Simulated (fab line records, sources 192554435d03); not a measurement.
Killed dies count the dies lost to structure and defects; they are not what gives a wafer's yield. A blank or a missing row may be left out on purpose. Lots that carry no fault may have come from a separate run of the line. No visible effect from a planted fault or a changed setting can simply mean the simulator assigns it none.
Problem report, 8D (eight disciplines) form, completed by code    flow n5 finfet    the parts of the form that need people (team, actions taken, sign-off) are left out

1. PROBLEM STATEMENT
Mean M15_ILD_THK at N5_BEOL_M15_THK_MEAS_01: 1000 nm over 2 wafers in 2 lots; fault-free wafers: 1624 nm, standard deviation 19. That puts it -33 standard deviations away from the usual mean.
First observed at day 14 04:58: wafer L829.1, on film metro-02. The record has a number at this step for 30 wafers belonging to 10 lots. Rule for "out", or "out of limits": more than 4 standard deviations from the usual mean. The other wafers with a number count as sound.

2. WHAT THIS IS AND IS NOT
question                     is                            is not
which readings at this step  M15_ILD_THK                   -
which lots                   L829, L830                    L818, L819, L820, L822, L823, L838, L839, L840
which wafers of those lots   L829.1, L830.1                L829.2, L829.6, L830.2, L830.3
read on which gauges         film metro-01, film metro-02  -
when                         from day 14 04:58             up to then (17 sound wafers); but 11 sound wafers of L830, L838, L839, L840 came after

3. SUSPECTS, AND WHAT RULES EACH OUT
Counting: any tool at a process step up to the reading remains a suspect provided it ran every lot that is out. Sound lots after the first of them don't rule it out here, since some wafers of a struck lot are sound.
- the gauge at N5_BEOL_M15_THK_MEAS_01 has been ruled out. Those wafers that are out were read across 2 gauges (film metro-01, film metro-02).
- pecvd-02 at N5_BEOL_M15_ILD_DEP_00 (deposits SiO2 from TEOS/O2, target thk 1629.3 nm, time 346.1 s): kept. It ran every lot that is out, first L829 (day 14 04:43); its last sound lot up to then is L818 (day 11 09:10). Its own readings are out on those wafers: run length s.
Remaining after the count: pecvd-02 at N5_BEOL_M15_ILD_DEP_00.

4. THE CAUSE (what the simulator had put in)
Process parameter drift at N5_BEOL_M15_ILD_DEP_00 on pecvd-02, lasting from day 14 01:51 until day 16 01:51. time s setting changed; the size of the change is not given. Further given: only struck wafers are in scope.
The count eliminated every tool but this one.

5. THE EFFECT CHAIN, in route order
Each row: a reading where the mean over the struck wafers with a number is more than 3 standard deviations away from the usual. Only readings for which the record gives a usual standard deviation are gone through. hours: the time from each lot's start at the first step in this table that gives one to its start at this step, as a median over the lots. sigmas: the change in usual standard deviations.
hours  step                     reading       usual     on struck wafers  change  sigmas
0      N5_BEOL_M15_ILD_DEP_00   run length s  389.0 s   254.9             -134.1  -99 or more
0      N5_BEOL_M15_THK_MEAS_01  M15_ILD_THK   1624 nm   1000              -624    -33
1      N5_BEOL_M15_CD_MEAS_17   cd nm         360.9 nm  354.4             -6.5    -4.6
The process steps in it:
- N5_BEOL_M15_ILD_DEP_00: deposits SiO2 from TEOS/O2, target thk 1629.3 nm, time 346.1 s.

6. HOW IT WOULD HAVE BEEN CAUGHT EARLIER
Counted from the fault's start at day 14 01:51, it took 3 hours until the first out-of-limits reading at a measuring or inspecting step in this record, taken at day 14 04:58.
Tool's own readings at N5_BEOL_M15_ILD_DEP_00, run length s: out on all struck wafers the step has rows for; an alarm limit on them would have tripped on the first.
Among the 2 lots that are out, L830 began N5_BEOL_M15_ILD_DEP_00 on pecvd-02 after day 14 04:58. It would have been spared by a hold on the tool at that moment.
